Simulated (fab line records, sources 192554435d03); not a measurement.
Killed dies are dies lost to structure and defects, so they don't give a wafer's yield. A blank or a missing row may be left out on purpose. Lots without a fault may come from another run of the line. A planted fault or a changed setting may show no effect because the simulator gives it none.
Chamber matching | flow n5_finfet | N5_BEOL_M4_ETCHBACK_99 on rie_diel-01: 4 sister chambers
The step etches SiO2 in CHF3, target depth 5 nm, time 10.4 s. 14 wafers are shown with their chamber, then 7 later ones without.

WAFERS WITH THEIR CHAMBER
wafer  | chamber | showerhead_plenum_p_Torr (Torr) | drypump_motor_current_A (A) | throttle_valve_pct (%)
L074.1 | 1       | 2.08                            | 6.1                         | 17.28
L074.5 | 3       | 2.26                            | 6.2                         | 17.38
L074.6 | 2       | 2.28                            | 5.6                         | 16.56
L077.1 | 1       | 2.07                            | 6.0                         | 17.30
L077.2 | 0       | 2.20                            | 5.9                         | 16.85
L077.6 | 1       | 2.08                            | 6.1                         | 17.31
L082.2 | 1       | 2.07                            | 6.0                         | 17.34
L082.3 | 2       | 2.27                            | 5.6                         | 16.59
L082.6 | 2       | 2.27                            | 5.6                         | 16.61
L086.1 | 0       | 2.20                            | 5.9                         | 16.87
L086.3 | 1       | 2.07                            | 6.1                         | 17.34
L086.4 | 3       | 2.25                            | 6.2                         | 17.42
L089.1 | 2       | 2.27                            | 5.6                         | 16.66
L089.4 | 3       | 2.25                            | 6.2                         | 17.45

SIGNATURES (means of the wafers above)
reading                  | chamber 0 | chamber 1 | chamber 2 | chamber 3 | scatter within a chamber
showerhead_plenum_p_Torr | 2.2000    | 2.0740    | 2.2725    | 2.2533    | 0.00512
drypump_motor_current_A  | 5.900     | 6.060     | 5.600     | 6.200     | 0.0346
throttle_valve_pct       | 16.8600   | 17.3140   | 16.6050   | 17.4167   | 0.0327
Rule: a wafer's distance from a chamber is the root of the sum, over the readings, of the square of ((its reading less the chamber's mean) divided by the reading's scatter). The wafer belongs to the nearest chamber; if the next one is less than 2 further off, it can't be placed. The scatter: the root of (the sum of the squares of (reading less its chamber's mean) over the shown wafers, divided by (wafers less chambers)).

WAFERS WITHOUT THEIR CHAMBER
wafer  | showerhead_plenum_p_Torr (Torr) | drypump_motor_current_A (A) | throttle_valve_pct (%)
L089.6 | 2.25                            | 6.2                         | 17.45
L093.1 | 2.06                            | 6.1                         | 17.36
L093.4 | 2.19                            | 5.9                         | 16.91
L093.6 | 2.24                            | 6.2                         | 17.47
L097.3 | 2.24                            | 6.2                         | 17.46
L097.4 | 2.06                            | 6.0                         | 17.39
L097.6 | 2.24                            | 6.2                         | 17.45

WHICH CHAMBER EACH WENT THROUGH
wafer  | from the rows above | in truth
L089.6 | 3                   | 3
L093.1 | 1                   | 1
L093.4 | 0                   | 0
L093.6 | 3                   | 3
L097.3 | 3                   | 3
L097.4 | 1                   | 1
L097.6 | 3                   | 3
Placed correctly: 7 of 7. Can't be placed from these rows: 0. Placed wrongly: 0.
